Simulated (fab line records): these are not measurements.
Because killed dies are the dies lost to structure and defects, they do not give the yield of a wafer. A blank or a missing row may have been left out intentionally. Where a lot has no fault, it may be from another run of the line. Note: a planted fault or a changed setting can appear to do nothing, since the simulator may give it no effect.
Matching of chambers	flow nandHarc	NHARC_A_STAIRCASE_ETCH_253 on rieDiel-06 has 4 sister chambers
The step etches the open film in C4F8/O2, target depth 50 nm, time 20.2 s. 14 wafers are shown with their chamber, then 7 later ones without.

## EACH WAFER AND ITS CHAMBER
wafer	chamber	rfVppV (V)	oesProductAu (a.u.)
L076.1	1	887	0.923
L076.2	0	891	0.924
L076.4	3	896	0.933
L077.3	2	897	0.962
L077.4	1	885	0.973
L077.5	1	887	0.978
L081.3	0	890	0.948
L081.5	3	896	0.922
L081.6	0	890	0.954
L082.2	0	890	0.974
L082.4	2	896	0.954
L082.5	2	897	0.954
L088.1	3	896	0.965
L088.3	1	907	0.952

SIGNATURES (averages over the wafers above)
reading	chamber 0	chamber 1	chamber 2	chamber 3	scatter within a chamber
rfVppV	890.25	891.50	896.67	896.00	5.7
oesProductAu	0.95000	0.95650	0.95667	0.94000	0.0205
Rule: a wafer lies at a distance from a chamber equal to the root of the sum of squares, over the readings, of (its reading less the chamber's mean, divided by the reading's scatter). The wafer belongs to the nearest chamber; if the next one is less than 2 further off, it can't be placed. How the scatter is found: for the shown wafers, subtract from each reading the mean of its chamber, square and add these, divide the total by (wafers less chambers), then take the root.

## WAFERS WITHOUT THEIR CHAMBER
wafer	rfVppV (V)	oesProductAu (a.u.)
L088.6	907	0.958
L090.2	906	0.977
L090.3	894	0.942
L090.6	905	0.978
L092.1	896	0.923
L092.2	891	0.927
L092.5	895	0.920

## EACH ONE'S CHAMBER
wafer	from the rows above	in truth
L088.6	can't be placed: 2 or 3 or 1 or 0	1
L090.2	can't be placed: 2 or 3 or 1 or 0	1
L090.3	can't be placed: 3 or 0 or 1 or 2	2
L090.6	can't be placed: 2 or 3 or 1 or 0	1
L092.1	can't be placed: 3 or 2 or 0 or 1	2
L092.2	can't be placed: 3 or 0 or 1 or 2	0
L092.5	can't be placed: 3 or 0 or 2 or 1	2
0 of 7 placed correctly. Can't be placed from these rows: 7 (the true chamber is among the candidates in 7). Wrongly placed: 0.
